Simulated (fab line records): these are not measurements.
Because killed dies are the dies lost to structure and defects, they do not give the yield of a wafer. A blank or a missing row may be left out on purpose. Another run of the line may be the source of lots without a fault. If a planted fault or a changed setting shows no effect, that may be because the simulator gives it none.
Split-lot study | flow n5_finfet | 7 lots, 39 wafers read, on a route of 1938 steps

== SPLIT DETAILS ==
At N5_FIN_SAQP_HM_DEP_72 (deposits SiO2 from SiH4/N2O, target thk 12 nm, time 7.2 s), the setting target_thk_a was moved away from the recipe's 120 angstrom on 9 of the 39 wafers read, by -41.8% to +16.4%. For the rest of the wafers, this setting stayed at what the recipe calls for.

== FROM THE SPLIT TO THE READING: what the file shows between them, 3 steps ==
- N5_FIN_SAQP_DEVELOP_15: develop time 30 s (also split here: develop_time_s)
- N5_FIN_SAQP_ETCH_52: etches SOC in N2/H2, target depth 100 nm, overetch 20 nm, time 150 s
- N5_FIN_SAQP_STRIP_53: strips in N2/H2

== THE READING ==
etch.depth_nm (the simulator's own value, which no gauge read), in nm, at N5_FIN_SAQP_HM_OPEN_73 (chemistry CHF3/O2, target SiO2, stops on a-Si, target depth 12 nm, time 16.8 s). No usual value for it is given in the file. Here, 30 wafers ran the recipe; their average is 12.044 nm with a standard deviation of 0.16 nm.

wafer  | tool, chamber at the split | target_thk_a as run, angstrom | against the recipe | etch.depth_nm, nm | against lot-mates on the recipe
L079.1 | pecvd-01, 0                | 120                           | recipe             | 11.98             | -
L079.2 | pecvd-01, 1                | 69.81                         | -41.8%             | 7.077             | -5.140
L079.3 | pecvd-01, 2                | 69.81                         | -41.8%             | 7.045             | -5.172
L079.4 | pecvd-01, 2                | 120                           | recipe             | 12.27             | -
L079.5 | pecvd-01, 0                | 120                           | recipe             | 12.4              | -
L079.6 | pecvd-01, 1                | 69.81                         | -41.8%             | 7.168             | -5.049
L081.1 | pecvd-04, 0                | 120                           | recipe             | 12.12             | -
L081.2 | pecvd-04, 2                | 120                           | recipe             | 11.83             | -
L081.3 | pecvd-04, 1                | 120                           | recipe             | 11.95             | -
L081.4 | pecvd-04, 0                | 120                           | recipe             | 12.17             | -
L081.5 | pecvd-04, 2                | 120                           | recipe             | 11.97             | -
L081.6 | pecvd-04, 1                | 120                           | recipe             | 11.82             | -
L083.1 | pecvd-01, 1                | 120                           | recipe             | 12.08             | -
L083.4 | pecvd-01, 0                | 120                           | recipe             | 12.06             | -
L083.5 | pecvd-01, 1                | 120                           | recipe             | 12.14             | -
L086.1 | pecvd-01, 0                | 120                           | recipe             | 11.96             | -
L086.2 | pecvd-01, 2                | 120                           | recipe             | 11.97             | -
L086.3 | pecvd-01, 0                | 120                           | recipe             | 12.25             | -
L086.4 | pecvd-01, 2                | 120                           | recipe             | 12.24             | -
L086.5 | pecvd-01, 2                | 120                           | recipe             | 12.12             | -
L086.6 | pecvd-01, 0                | 120                           | recipe             | 12.1              | -
L090.1 | pecvd-04, 0                | 139.7                         | +16.4%             | 14.04             | +1.990
L090.2 | pecvd-04, 2                | 120                           | recipe             | 11.8              | -
L090.3 | pecvd-04, 1                | 120                           | recipe             | 11.95             | -
L090.4 | pecvd-04, 0                | 139.7                         | +16.4%             | 14.05             | +2.000
L090.5 | pecvd-04, 2                | 139.7                         | +16.4%             | 14.34             | +2.290
L090.6 | pecvd-04, 1                | 120                           | recipe             | 12.4              | -
L095.1 | pecvd-01, 1                | 120                           | recipe             | 12.04             | -
L095.2 | pecvd-01, 2                | 120                           | recipe             | 11.83             | -
L095.3 | pecvd-01, 0                | 120                           | recipe             | 11.78             | -
L095.4 | pecvd-01, 1                | 120                           | recipe             | 12                | -
L095.5 | pecvd-01, 0                | 120                           | recipe             | 12.07             | -
L095.6 | pecvd-01, 2                | 120                           | recipe             | 12.02             | -
L096.1 | pecvd-01, 0                | 120                           | recipe             | 11.86             | -
L096.2 | pecvd-01, 2                | 138.9                         | +15.7%             | 13.55             | +1.547
L096.3 | pecvd-01, 1                | 138.9                         | +15.7%             | 13.75             | +1.747
L096.4 | pecvd-01, 2                | 120                           | recipe             | 12.16             | -
L096.5 | pecvd-01, 1                | 120                           | recipe             | 11.99             | -
L096.6 | pecvd-01, 0                | 138.9                         | +15.7%             | 13.96             | +1.957

THE FIT
A straight line over all 39 wafers: etch.depth_nm changes by +0.118 nm for each +1% of target_thk_a; r = +0.99; the points scatter about the line by 0.17 nm.
The same after taking each lot's own level away (the mean of its wafers on the recipe; 39 wafers): +0.122 nm for each +1%; r = +1.00; scatter 0.15 nm.
That fit puts the effect of the largest move of target_thk_a on the reading at 5.1 nm.
The lots' own levels span 11.9567 to 12.2167 nm, that is 1.6 times the standard deviation above.
So the lot-to-lot level changes the slope little: the two slopes agree.
Check: -5.08 nm against its lot-mates is what the line predicts for one of the wafers moved furthest among these (-41.8%) when that wafer is left out of the fit. It came out at -5.14 nm against them.

== OTHER SPLITS ON THESE WAFERS ==
Other splits were also applied to these wafers ahead of the reading. Each is held against what the fit with the lots' levels taken away leaves over:
other split on the same wafers        | wafers away from the commonest value | r with etch.depth_nm (lot level and that fit taken away)
N5_FIN_SAQP_DEVELOP_15 develop_time_s | 9                                    | +0.07

== THE WHOLE CHAIN: every reading that the file lists as answering this split, in the file's order ==
step                   | what it does                                                                   | reading                                                                            | change (the file's fit)               | r (the file's)
N5_FIN_SAQP_HM_DEP_72  | deposits SiO2 from SiH4/N2O, target thk 12 nm, time 7.2 s                      | SiO2_of_FIN_SAQP_HM_DEP_72.thk_nm (the simulator's own value, which no gauge read) | +0.122 nm for each +1% of the setting | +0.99
N5_FIN_SAQP_HM_OPEN_73 | chemistry CHF3/O2, target SiO2, stops on a-Si, target depth 12 nm, time 16.8 s | etch.depth_nm (the simulator's own value, which no gauge read)                     | +0.122 nm for each +1% of the setting | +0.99

== THE FILE'S OWN FIT ==
etch.depth_nm changes by +0.122 nm for each +1% of target_thk_a, r = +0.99.
